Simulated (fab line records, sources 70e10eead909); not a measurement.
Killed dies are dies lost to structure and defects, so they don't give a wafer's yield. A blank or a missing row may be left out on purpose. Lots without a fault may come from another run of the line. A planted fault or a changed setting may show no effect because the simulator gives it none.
Chamber matching | flow nand_harc | NHARC_A_STAIRCASE_DEP_259 on pecvd-02: 3 sister chambers
The step deposits SiON, target thk 30 nm. 3 wafers are shown with their chamber, then 11 later ones without.

WAFERS WITH THEIR CHAMBER
wafer  | chamber | heater_power_w (W)
L084.5 | 1       | 738
L089.5 | 2       | 733
L087.1 | 0       | 821

WAFERS WITHOUT THEIR CHAMBER
wafer  | heater_power_w (W)
L087.3 | 795
L087.5 | 610
L091.1 | 720
L091.3 | 768
L091.6 | 732
L094.1 | 637
L094.3 | 762
L094.4 | 742
L095.1 | 690
L095.4 | 789
L095.5 | 747

WHICH CHAMBER EACH WENT THROUGH
wafer  | from the rows above          | in truth
L087.3 | can't be placed: 0 or 1 or 2 | 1
L087.5 | can't be placed: 2 or 1 or 0 | 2
L091.1 | can't be placed: 2 or 1 or 0 | 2
L091.3 | can't be placed: 1 or 2 or 0 | 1
L091.6 | can't be placed: 2 or 1 or 0 | 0
L094.1 | can't be placed: 2 or 1 or 0 | 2
L094.3 | can't be placed: 1 or 2 or 0 | 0
L094.4 | can't be placed: 1 or 2 or 0 | 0
L095.1 | can't be placed: 2 or 1 or 0 | 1
L095.4 | can't be placed: 0 or 1 or 2 | 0
L095.5 | can't be placed: 1 or 2 or 0 | 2
Placed correctly: 0 of 11. Can't be placed from these rows: 11 (the true chamber is among the candidates in 11). Placed wrongly: 0.
How it was worked out, from the rows above alone: a wafer's distance from a chamber is the root of the sum, over the readings, of the square of ((its reading less the chamber's mean) divided by the reading's scatter). The wafer belongs to the nearest chamber; if the next one is less than 2 further off, it can't be placed. A chamber's mean is the mean of its shown wafers. The scatter: with one shown wafer a chamber, the root of the mean of the squares of how far each hidden wafer lies from its nearest shown one.
